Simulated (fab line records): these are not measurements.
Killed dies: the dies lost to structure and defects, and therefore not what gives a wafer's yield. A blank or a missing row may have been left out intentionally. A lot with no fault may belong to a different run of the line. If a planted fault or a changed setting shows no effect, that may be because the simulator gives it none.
Lot-split experiment	flow n5-finfet	7 lots, 39 wafers read, on a route of 1938 steps

== THE SPLIT ITSELF ==
At N5_SD_EPI_P_EPI_21 (deposits SiGe:B, time 355 s), the setting epi-growth-time-s was moved away from the recipe's 355 s on 18 of the 39 wafers read, by -8.9% to +9.0%. This setting was run at the recipe's value on the other wafers.

== FROM THE SPLIT TO THE READING: what the file shows between them, 5 steps ==
- N5_SD_EPI_P_EPI_MEAS_23
- N5_SD_EPI_P_HM_STRIP_48: strips SiNx in H3PO4, material SiNx, target depth 3 nm
- N5_SD_EPI_P_SRD_49: time 30 s
- N5_SD_ACTIVATION_RTA_00: time 0 s
- N5_SD_ACTIVATION_LSA_01: time 0.0008 s

== THE READING ==
RS_SD_P in ohm/sq, measured at N5_SD_ACTIVATION_RS_MEAS_03 by four-point-probe. A value of 55.9 ohm/sq with a standard deviation of 0.88 ohm/sq is what fault-free wafers of this fab line usually give.

wafer	tool, chamber at the split	epi-growth-time-s as run, s	against the recipe	RS_SD_P, ohm/sq	against lot-mates on the recipe
L078.1	epi-rpcvd-04, 0	323.4	-8.9%	59.7	+4.2
L078.2	epi-rpcvd-04, 0	323.4	-8.9%	58.7	+3.2
L078.3	epi-rpcvd-04, 0	355	recipe	56.0	-
L078.4	epi-rpcvd-04, 0	355	recipe	54.9	-
L078.5	epi-rpcvd-04, 0	355	recipe	55.6	-
L078.6	epi-rpcvd-04, 0	323.4	-8.9%	60.6	+5.1
L081.1	epi-rpcvd-01, 0	355	recipe	55.7	-
L081.2	epi-rpcvd-01, 0	355	recipe	55.1	-
L081.5	epi-rpcvd-01, 0	355	recipe	55.9	-
L088.1	epi-rpcvd-04, 0	355	recipe	54.8	-
L088.2	epi-rpcvd-04, 0	355	recipe	55.2	-
L088.3	epi-rpcvd-04, 0	342	-3.7%	57.4	+2.3
L088.4	epi-rpcvd-04, 0	342	-3.7%	56.9	+1.8
L088.5	epi-rpcvd-04, 0	355	recipe	55.4	-
L088.6	epi-rpcvd-04, 0	342	-3.7%	56.5	+1.4
L090.1	epi-rpcvd-01, 0	341.9	-3.7%	56.1	+1.4
L090.2	epi-rpcvd-01, 0	341.9	-3.7%	56.7	+2.0
L090.3	epi-rpcvd-01, 0	355	recipe	55.3	-
L090.4	epi-rpcvd-01, 0	355	recipe	54.7	-
L090.5	epi-rpcvd-01, 0	355	recipe	54.2	-
L090.6	epi-rpcvd-01, 0	341.9	-3.7%	56.2	+1.5
L092.1	epi-rpcvd-04, 0	330.9	-6.8%	58.0	+2.8
L092.2	epi-rpcvd-04, 0	330.9	-6.8%	58.2	+3.0
L092.3	epi-rpcvd-04, 0	355	recipe	55.1	-
L092.4	epi-rpcvd-04, 0	355	recipe	54.3	-
L092.5	epi-rpcvd-04, 0	355	recipe	56.1	-
L092.6	epi-rpcvd-04, 0	330.9	-6.8%	57.7	+2.5
L093.1	epi-rpcvd-02, 0	355	recipe	56.2	-
L093.2	epi-rpcvd-02, 0	387.1	+9.0%	52.9	-3.9
L093.3	epi-rpcvd-02, 0	387.1	+9.0%	54.1	-2.7
L093.4	epi-rpcvd-02, 0	387.1	+9.0%	52.3	-4.5
L093.5	epi-rpcvd-02, 0	355	recipe	57.1	-
L093.6	epi-rpcvd-02, 0	355	recipe	57.2	-
L095.1	epi-rpcvd-01, 0	332.3	-6.4%	58.8	+2.6
L095.2	epi-rpcvd-01, 0	332.3	-6.4%	59.2	+3.0
L095.3	epi-rpcvd-01, 0	355	recipe	57.0	-
L095.4	epi-rpcvd-01, 0	355	recipe	56.1	-
L095.5	epi-rpcvd-01, 0	355	recipe	55.6	-
L095.6	epi-rpcvd-01, 0	332.3	-6.4%	58.8	+2.6

FIT RESULTS
A straight line over all 39 wafers: RS_SD_P changes by -0.367 ohm/sq for each +1% of epi-growth-time-s; r = -0.89; the points scatter about the line by 0.84 ohm/sq.
The same after taking each lot's own level away (the mean of its wafers on the recipe; 39 wafers): -0.432 ohm/sq for each +1%; r = -0.97; scatter 0.52 ohm/sq.
That fit puts the effect of the largest move of epi-growth-time-s on the reading at 3.9 ohm/sq.
The lots' own levels span 54.73 to 56.83 ohm/sq, that is 2.4 times the standard deviation above.
Hence the slope depends on the lot-to-lot level, as the two fits are not the same.
Check: for one of the wafers moved furthest among these (+9.0%), held out of the fit, the line's prediction against its lot-mates is -3.85 ohm/sq. It came out at -3.93 ohm/sq against them.

== THE OTHER SPLITS THESE WAFERS WENT THROUGH ==
These wafers also went through other splits before the reading. Each is held against what the fit with the lots' levels taken away leaves over:
other split on the same wafers	wafers away from the commonest value	r with RS_SD_P (lot level and that fit taken away)
N5_DUMMY_GATE_ETCH_31 target-depth-a	18	-0.08
N5_SD_EPI_N_ETCH_35 source-w	18	-0.08

== THE WHOLE CHAIN: every reading that the file lists as answering this split, in the file's order ==
step	what it does	reading	change (the file's fit)	r (the file's)
N5_SD_EPI_P_EPI_21	deposits SiGe:B, time 355 s	SiGe-B_of_SD_EPI_P_EPI_21.thk-nm (the simulator's own value, which no gauge read)	+0.46 nm for each +1% of the setting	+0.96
N5_SD_EPI_P_EPI_MEAS_23		thk-nm	withheld for each +1% of the setting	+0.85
N5_SD_ACTIVATION_RS_MEAS_03	measures by four-point-probe	RS_SD_P	-0.432 for each +1% of the setting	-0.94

== FILE'S OWN FIT ==
RS_SD_P changes by -0.432 ohm/sq for each +1% of epi-growth-time-s, r = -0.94.
